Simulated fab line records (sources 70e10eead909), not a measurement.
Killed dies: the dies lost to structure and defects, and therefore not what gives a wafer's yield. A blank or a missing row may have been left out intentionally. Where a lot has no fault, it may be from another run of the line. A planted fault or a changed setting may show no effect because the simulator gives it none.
fab line records	flow nand-harc
record: lots: 10	wafers: 30	last-day: 25
route steps=1159 shown P_M0@265
lots that met no fault: from a run of the same line without faults
start-h: start of the lot's first displayed wafer, in hours after the record's first day	wait-h: hours since the lot's step before	" identical to the entry in the row above	L1.1+2: one row covering several wafers at once	- no value, or no start was given	* or withheld: withheld	< > ~ a bound
route shown NAME@n: names a module that has steps shown in the file, with the first one's number in the route	usual: mean/standard deviation taken from wafers without a fault	same: alike in all rows	chamber/n: place in a boat	sites: readings site by site	_std_site: how widely they spread, as a standard deviation	_edge_site: mean of outer sites minus mean of inner sites	radius-mm: for every site, how far away it sits from the centre of the wafer	mask NAME#n: copy n	behind: the most recent tool/chamber to have shaped the wafer	hold: cause of the lot's hold/its duration in hours/its outcome	device: which transistor (n, p or np) failed to switch	end of line: the same wafers' tests at the end of the route	a step without rows: its recipe alone	killed: not the wafer's yield, but the dies lost to structure and defects at the first sort	map: per-die view of a wafer (x killed, . not killed, _ where there is no die)
set.NAME: the setting as run; set.NAME@STEP: as run at that earlier step	model.NAME: the simulator's own value behind a step, which no gauge read
route steps across a sampled set of lots; one table per step, one row per wafer
services: from which hour (start-h, from the record's first day; less than 0 if before it) a tool's chamber was out of use, for how many hours, and why
== steps ==
step: NHARC_P_M0_INSPECT_11
usual: raw-defect-count: 4.2/2.6
lot.wafer	tool	chamber	start-h	wait-h	raw-defect-count
L744.2	defect-inspect-01	-	133.24	0.0	6
L744.3	"	-	"	"	8
L744.4	"	-	"	"	5
L746.1	defect-inspect-01	-	139.74	0.0	5
L746.5	"	-	"	"	15
L746.6	"	-	"	"	6
L749.1	defect-inspect-01	-	168.70	0.0	5
L749.3	"	-	"	"	7
L749.6	"	-	"	"	10
L750.2	defect-inspect-02	-	169.26	0.0	1
L750.4	"	-	"	"	1
L750.6	"	-	"	"	4
L756.2	defect-inspect-02	-	195.83	0.0	1
L756.3	"	-	"	"	3
L756.6	"	-	"	"	2
L754.3	defect-inspect-02	-	203.13	0.0	5
L754.5	"	-	"	"	5
L754.6	"	-	"	"	0
L757.1	defect-inspect-01	-	212.16	0.0	0
L757.2	"	-	"	"	1
L757.6	"	-	"	"	2
L762.2	defect-inspect-02	-	240.99	0.0	6
L762.4	"	-	"	"	5
L762.6	"	-	"	"	6
L763.2	defect-inspect-01	-	241.57	0.0	4
L763.3	"	-	"	"	6
L763.4	"	-	"	"	3
L764.2	defect-inspect-01	-	258.38	0.1	8
L764.3	"	-	"	"	7
L764.6	"	-	"	"	14
step: NHARC_P_M0_DESCUM_14
recipe: time-s: 3	o2-flow-sccm: 200	ar-flow-sccm: 0	bias-power-w: 0	chemistry: O2
usual: drypump-motor-current-A: 5.8/0.35	oes-product-au: 1.001/0.012	rf-vpp-V: 57.8/0.84	showerhead-plenum-p-Torr: 1.90/0.072	throttle-valve-pct: 11.309/0.0096
lot.wafer	tool	chamber	start-h	wait-h	drypump-motor-current-A	oes-product-au	rf-hours-counter-h	rf-vpp-V	showerhead-plenum-p-Torr	throttle-valve-pct
L744.3	rie-diel-04	2	133.30	0.1	5.7	0.993	1	57.0	2.06	11.327
L744.4	"	0	"	"	5.9	0.996	1	58.5	1.88	11.309
L744.2	"	1	"	"	5.9	1.002	1	57.6	1.83	11.313
L746.1	rie-diel-07	2	139.80	0.1	6.1	1.004	5	59.1	1.97	11.313
L746.6	"	2	"	"	6.1	1.010	-	58.5	1.97	11.301
L746.5	"	3	"	"	6.4	1.008	-	58.8	1.90	11.313
L749.1	rie-diel-11	2	168.76	0.1	5.0	0.986	9	57.6	1.89	11.309
L749.3	"	1	"	"	5.8	0.978	10	57.7	1.86	11.325
L749.6	"	2	"	"	5.0	0.984	-	58.5	1.89	11.334
L750.4	rie-diel-11	1	169.33	0.1	5.8	0.969	10	57.9	1.86	11.305
L750.2	"	2	"	"	5.0	0.983	9	59.4	1.89	11.312
L750.6	"	1	"	"	5.8	0.979	-	57.6	1.86	11.297
L756.3	rie-diel-04	1	195.89	0.1	5.9	0.988	5	58.1	1.82	11.305
L756.2	"	3	"	"	5.8	1.015	5	58.0	1.80	11.318
L756.6	"	2	"	"	5.7	0.986	-	58.9	2.06	11.290
L754.3	rie-diel-04	2	203.22	0.1	5.7	1.008	6	59.5	2.06	11.315
L754.6	"	3	"	"	5.8	1.012	-	56.8	1.80	11.327
L754.5	"	0	"	"	5.9	1.030	-	58.8	1.88	11.306
L757.2	rie-diel-04	1	212.24	0.1	5.9	0.990	7	57.0	1.82	11.300
L757.1	"	2	"	"	5.7	1.005	6	58.2	2.06	11.298
L757.6	"	3	"	"	5.8	1.025	-	56.9	1.80	11.303
L762.2	rie-diel-04	1	241.05	0.1	5.9	1.003	9	56.9	1.82	11.301
L762.4	"	3	"	"	5.8	1.000	9	57.1	1.80	11.293
L762.6	"	1	"	"	5.9	1.004	-	58.6	1.82	11.315
L763.3	rie-diel-07	3	241.63	0.1	6.3	0.999	1	56.2	1.90	11.294
L763.4	"	0	"	"	5.6	1.020	1	58.9	1.93	11.299
L763.2	"	1	"	"	5.3	1.007	1	57.0	1.85	11.300
L764.2	rie-diel-07	0	258.45	0.1	5.6	1.009	1	58.2	1.93	11.308
L764.3	"	1	"	"	5.3	0.998	1	58.6	1.85	11.307
L764.6	"	2	"	"	6.0	1.006	-	59.2	1.97	11.313
step: NHARC_P_M0_ECD_22
recipe: target-thk-a: 4000	bath-temp-c: 25	material: Cu
usual: bath-temp-c: 24.99/0.093
lot.wafer	tool	chamber	start-h	wait-h	bath-temp-c
L744.2	ecd-cu-02	1	134.77	-	25.00
L744.3	"	1	"	"	24.95
L744.4	"	0	"	"	25.07
L746.1	ecd-cu-02	1	141.14	-	25.07
L746.6	"	0	"	"	25.06
L746.5	"	1	"	"	25.06
L749.1	ecd-cu-02	0	170.26	-	24.92
L749.3	"	1	"	"	24.85
L749.6	"	0	"	"	25.00
L750.2	ecd-cu-02	1	170.83	-	24.92
L750.4	"	0	"	"	25.12
L750.6	"	0	"	"	24.85
L756.2	ecd-cu-01	0	197.18	-	24.95
L756.3	"	0	"	"	24.89
L756.6	"	1	"	"	24.88
L754.3	ecd-cu-01	0	204.63	-	25.03
L754.6	"	1	"	"	24.84
L754.5	"	0	"	"	25.03
L757.1	ecd-cu-01	1	213.51	-	25.03
L757.2	"	0	"	"	24.96
L757.6	"	1	"	"	25.04
L762.2	ecd-cu-01	0	242.40	-	24.90
L762.4	"	1	"	"	25.00
L762.6	"	0	"	"	25.07
L763.2	ecd-cu-01	0	242.95	-	24.89
L763.4	"	1	"	"	25.08
L763.3	"	0	"	"	24.91
L764.2	ecd-cu-02	1	259.72	-	25.10
L764.3	"	1	"	"	25.08
L764.6	"	0	"	"	25.03
step: NHARC_P_M0_CMP_23
recipe: t-overpolish-s: 20	target-thk-nm: 117.53
usual: motor-current-A: 12.3/1.3	slurry-filter-dp-kPa: 13.51/0.14	slurry-flow-ml-min: 150.0/0.47	time-to-endpoint-s: 28/3.4
lot.wafer	tool	chamber	start-h	wait-h	motor-current-A	slurry-filter-dp-kPa	slurry-flow-ml-min	time-to-endpoint-s
L744.4	cmp-03	2	135.52	-	12.0	13.56	149.2	28
L744.2	"	3	"	"	11.8	13.54	150.4	29
L744.3	"	0	"	"	13.9	13.46	150.1	26
L746.1	cmp-03	1	141.90	-	12.0	13.61	150.1	31
L746.5	"	2	"	"	12.2	13.55	150.5	26
L746.6	"	3	"	"	13.3	13.10	149.9	28
L749.3	cmp-03	2	170.93	-	12.2	13.58	150.2	29
L749.1	"	3	"	"	11.6	13.56	150.2	8
L749.6	"	2	"	"	12.0	13.46	149.6	11
L750.2	cmp-02	3	171.58	-	11.9	13.56	149.8	27
L750.4	"	0	"	"	11.5	13.60	150.6	12
L750.6	"	1	"	"	11.9	13.63	149.9	15
L756.2	cmp-04	0	197.93	-	11.8	13.63	149.9	29
L756.3	"	2	"	"	9.1	13.47	149.8	25
L756.6	"	0	"	"	12.1	13.54	150.1	27
L754.3	cmp-03	1	205.26	-	11.7	13.54	150.3	31
L754.6	"	3	"	"	12.4	13.38	149.5	27
L754.5	"	0	"	"	15.2	13.60	151.1	27
L757.1	cmp-02	2	214.27	-	12.2	13.35	149.5	29
L757.2	"	0	"	"	11.8	13.45	150.0	31
L757.6	"	1	"	"	12.7	13.38	149.9	37
L762.2	cmp-02	1	243.08	-	12.3	13.60	149.9	32
L762.4	"	3	"	"	11.7	13.67	150.1	25
L762.6	"	2	"	"	12.4	13.65	149.5	26
L763.4	cmp-04	2	243.63	-	9.0	13.57	149.6	26
L763.2	"	0	"	"	12.6	13.49	150.1	29
L763.3	"	1	"	"	13.6	13.53	151.0	35
L764.2	cmp-03	2	260.45	-	12.8	13.54	149.8	24
L764.3	"	0	"	"	14.6	13.50	150.1	25
L764.6	"	3	"	"	12.3	13.69	150.4	26
step: NHARC_P_M0_PRE_CLEAN_31
recipe: time-s: 12	temp-c: 370	rf-power-w: 300	gas: NH3
usual: heater-power-w: 619/70
lot.wafer	tool	chamber	start-h	wait-h	heater-power-w	since-wet-clean-h
L744.3	pecvd-04	2	136.04	0.1	654	109
L744.2	"	1	"	"	671	109
L744.4	"	2	"	"	642	-
L746.1	pecvd-04	2	142.39	0.1	612	115
L746.5	"	1	"	"	607	-
L746.6	"	2	"	"	610	-
L749.1	pecvd-04	2	171.47	0.1	644	144
L749.3	"	0	"	"	653	144
L749.6	"	0	"	"	654	-
L750.2	pecvd-04	0	172.21	0.2	699	145
L750.4	"	0	"	"	678	-
L750.6	"	1	"	"	575	-
L756.2	pecvd-01	1	198.47	0.1	525	129
L756.3	"	2	"	"	670	129
L756.6	"	2	"	"	694	-
L754.3	pecvd-01	2	205.79	0.1	731	137
L754.6	"	0	"	"	620	-
L754.5	"	1	"	"	471	-
L757.2	pecvd-01	0	214.78	0.1	630	146
L757.1	"	1	"	"	579	146
L757.6	"	1	"	"	556	-
L762.2	pecvd-04	0	243.65	0.1	738	35
L762.6	"	0	"	"	736	-
L762.4	"	1	"	"	578	-
L763.2	pecvd-04	0	244.16	0.1	631	36
L763.3	"	2	"	"	588	36
L763.4	"	1	"	"	593	-
L764.3	pecvd-02	0	260.99	0.1	512	95
L764.2	"	1	"	"	629	95
L764.6	"	2	"	"	638	-
== services ==
tool	chamber	start-h	hours	kind
rie-diel-07	1	110.15	7.5	repair
rie-diel-07	0	110.69	5.3	repair
rie-diel-04	-	111.90	9.0	pm
cmp-04	-	117.32	1.1	repair
cmp-04	-	119.38	1.1	repair
rie-diel-07	2	126.34	4.1	repair
cmp-03	-	127.93	2.3	repair
cmp-02	-	128.50	4.0	pm
pecvd-02	-	153.25	13.0	pm
cmp-03	-	156.00	4.0	pm
pecvd-02	-	175.74	1.7	repair
ecd-cu-02	-	180.26	8.0	pm
rie-diel-11	-	189.60	9.0	pm
pecvd-04	-	195.25	13.0	pm
cmp-04	-	203.31	4.0	pm
cmp-02	-	213.14	1.0	repair
cmp-02	-	226.50	4.0	pm
rie-diel-07	-	228.23	9.0	pm
cmp-03	-	231.22	0.4	repair
rie-diel-11	3	234.44	5.8	repair
pecvd-01	-	237.24	13.0	pm
ecd-cu-02	-	241.25	2.9	repair
cmp-03	-	244.17	0.4	repair
cmp-03	-	254.00	4.0	pm
== key ==
first-sign: step: NHARC_P_M0_CMP_23	reading: time-to-endpoint-s	direction: down	sigmas: 5.1	usual: *	struck: *
effect none on later readings
met-at NHARC_P_M0_ECD_22
struck-lots L749,L750
struck-wafers L749.1,L749.6,L750.4,L750.6
sort-left-out L749.1,L749.6,L750.4,L750.6
not-acting-at NHARC_P_M0_INSPECT_11,NHARC_P_M0_DESCUM_14,NHARC_P_M0_PRE_CLEAN_31
fault: kind: process-parameter-drift	tool: ecd-cu-02	chamber: 0	onset-h: 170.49	steps: NHARC_P_M0_ECD_22	channel: target-thk-a	offset: *	shape: step	end-h: 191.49	acts-in: *	stated: *
sort-left-out: the simulated sort isn't trusted on such a fault, so these wafers' sort isn't shown, and their yield isn't known
